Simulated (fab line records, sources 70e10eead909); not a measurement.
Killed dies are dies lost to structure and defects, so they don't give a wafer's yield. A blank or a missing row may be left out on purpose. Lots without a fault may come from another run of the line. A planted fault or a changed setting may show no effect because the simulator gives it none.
Chamber matching | flow nand_harc | NHARC_A_CHANNEL_FILL_D2_ALD_16 on ald_hk-02: 4 sister chambers
The step deposits SiO2, target thk 1.5 nm, pulse time 10 s, ald cycles 15. 14 wafers are shown with their chamber, then 7 later ones without.

WAFERS WITH THEIR CHAMBER
wafer  | chamber | heater_power_w (W) | precursor_pulse_height_rel
L075.1 | 2       | 508                | 0.996
L075.2 | 0       | 504                | 1.025
L075.3 | 1       | 519                | 1.016
L082.1 | 1       | 517                | 1.026
L082.2 | 3       | 483                | 0.988
L082.6 | 2       | 499                | 0.987
L087.2 | 0       | 485                | 0.992
L087.4 | 1       | 529                | 1.002
L087.5 | 2       | 493                | 1.010
L089.1 | 0       | 499                | 0.992
L089.3 | 1       | 521                | 1.007
L089.5 | 2       | 499                | 0.979
L091.2 | 0       | 483                | 1.031
L091.4 | 3       | 491                | 1.002

SIGNATURES (means of the wafers above)
reading                    | chamber 0 | chamber 1 | chamber 2 | chamber 3 | scatter within a chamber
heater_power_w             | 492.75    | 521.50    | 499.75    | 487.00    | 7.42
precursor_pulse_height_rel | 1.01000   | 1.01275   | 0.99300   | 0.99500   | 0.0151
Rule: a wafer's distance from a chamber is the root of the sum, over the readings, of the square of ((its reading less the chamber's mean) divided by the reading's scatter). The wafer belongs to the nearest chamber; if the next one is less than 2 further off, it can't be placed. The scatter: the root of (the sum of the squares of (reading less its chamber's mean) over the shown wafers, divided by (wafers less chambers)).

WAFERS WITHOUT THEIR CHAMBER
wafer  | heater_power_w (W) | precursor_pulse_height_rel
L091.5 | 496                | 1.010
L092.1 | 494                | 1.010
L092.4 | 503                | 1.023
L092.5 | 482                | 1.001
L095.2 | 492                | 1.055
L095.3 | 530                | 1.019
L095.6 | 498                | 1.004

WHICH CHAMBER EACH WENT THROUGH
wafer  | from the rows above               | in truth
L091.5 | can't be placed: 0 or 2 or 3      | 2
L092.1 | can't be placed: 0 or 2 or 3      | 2
L092.4 | can't be placed: 0 or 2 or 1 or 3 | 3
L092.5 | can't be placed: 3 or 0 or 2      | 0
L095.2 | can't be placed: 0 or 3 or 2 or 1 | 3
L095.3 | 1                                 | 1
L095.6 | can't be placed: 2 or 0 or 3      | 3
Placed correctly: 1 of 7. Can't be placed from these rows: 6 (the true chamber is among the candidates in 6). Placed wrongly: 0.
